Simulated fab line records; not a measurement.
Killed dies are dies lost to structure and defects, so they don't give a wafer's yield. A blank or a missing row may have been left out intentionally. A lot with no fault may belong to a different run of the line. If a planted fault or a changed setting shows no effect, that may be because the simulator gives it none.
Matching of chambers | flow n5Finfet | rieDiel-05 running N5_BEOL_M0_SAQP_ETCH_88: 4 sister chambers
The step etches underlayer in N2/H2, target depth 6.5 nm, time 5.2 s. 16 wafers are shown with their chamber, then 8 later ones without.

EACH WAFER AND ITS CHAMBER
wafer  | chamber | drypumpMotorCurrentA (A) | throttleValvePct (%) | showerheadPlenumPTorr (Torr)
L074.2 | 3       | 5.1                      | 18.07                | 2.50
L074.3 | 0       | 5.2                      | 17.26                | 2.46
L074.5 | 0       | 5.3                      | 17.24                | 2.46
L077.1 | 2       | 6.2                      | 17.58                | 2.61
L077.4 | 1       | 5.6                      | 17.79                | 2.63
L077.5 | 3       | 5.1                      | 18.10                | 2.50
L078.1 | 3       | 5.1                      | 18.10                | 2.49
L078.3 | 0       | 5.3                      | 17.26                | 2.45
L078.5 | 2       | 6.2                      | 17.60                | 2.61
L081.1 | 0       | 5.2                      | 17.28                | 2.45
L081.3 | 1       | 5.6                      | 17.82                | 2.63
L081.6 | 3       | 5.1                      | 18.09                | 2.49
L083.1 | 2       | 6.2                      | 17.59                | 2.60
L083.4 | 0       | 5.3                      | 17.24                | 2.45
L083.5 | 0       | 5.2                      | 17.28                | 2.45
L084.1 | 1       | 5.6                      | 17.79                | 2.63

SIGNATURES (averages over the wafers above)
reading               | chamber 0 | chamber 1 | chamber 2 | chamber 3 | scatter within a chamber
drypumpMotorCurrentA  | 5.250     | 5.600     | 6.200     | 5.100     | 0.0354
throttleValvePct      | 17.2600   | 17.8000   | 17.5900   | 18.0900   | 0.0158
showerheadPlenumPTorr | 2.4533    | 2.6300    | 2.6067    | 2.4950    | 0.005
Rule: distance of a wafer from a chamber = root of the sum over the readings of ((wafer's reading minus chamber's mean) / reading's scatter) squared. If the next closest chamber is less than 2 further off than the closest, the wafer can't be placed; otherwise it belongs to the closest. The scatter: the root of (the sum of the squares of (reading less its chamber's mean) over the shown wafers, divided by (wafers less chambers)).

WAFERS WITH NO CHAMBER GIVEN
wafer  | drypumpMotorCurrentA (A) | throttleValvePct (%) | showerheadPlenumPTorr (Torr)
L084.5 | 5.6                      | 17.81                | 2.63
L084.6 | 6.2                      | 17.61                | 2.60
L086.1 | 5.2                      | 17.29                | 2.45
L086.2 | 5.6                      | 17.82                | 2.63
L086.4 | 6.2                      | 17.60                | 2.60
L096.1 | 5.6                      | 17.81                | 2.62
L096.5 | 5.6                      | 17.83                | 2.62
L096.6 | 5.2                      | 17.31                | 2.44

WHICH CHAMBER EACH ONE RAN IN
wafer  | from the rows above | in truth
L084.5 | 1                   | 1
L084.6 | 2                   | 2
L086.1 | 0                   | 0
L086.2 | 1                   | 1
L086.4 | 2                   | 2
L096.1 | 1                   | 1
L096.5 | 1                   | 1
L096.6 | 0                   | 0
Correct placement for 8 of the 8. Can't be placed from these rows: 0. Wrongly placed: 0.
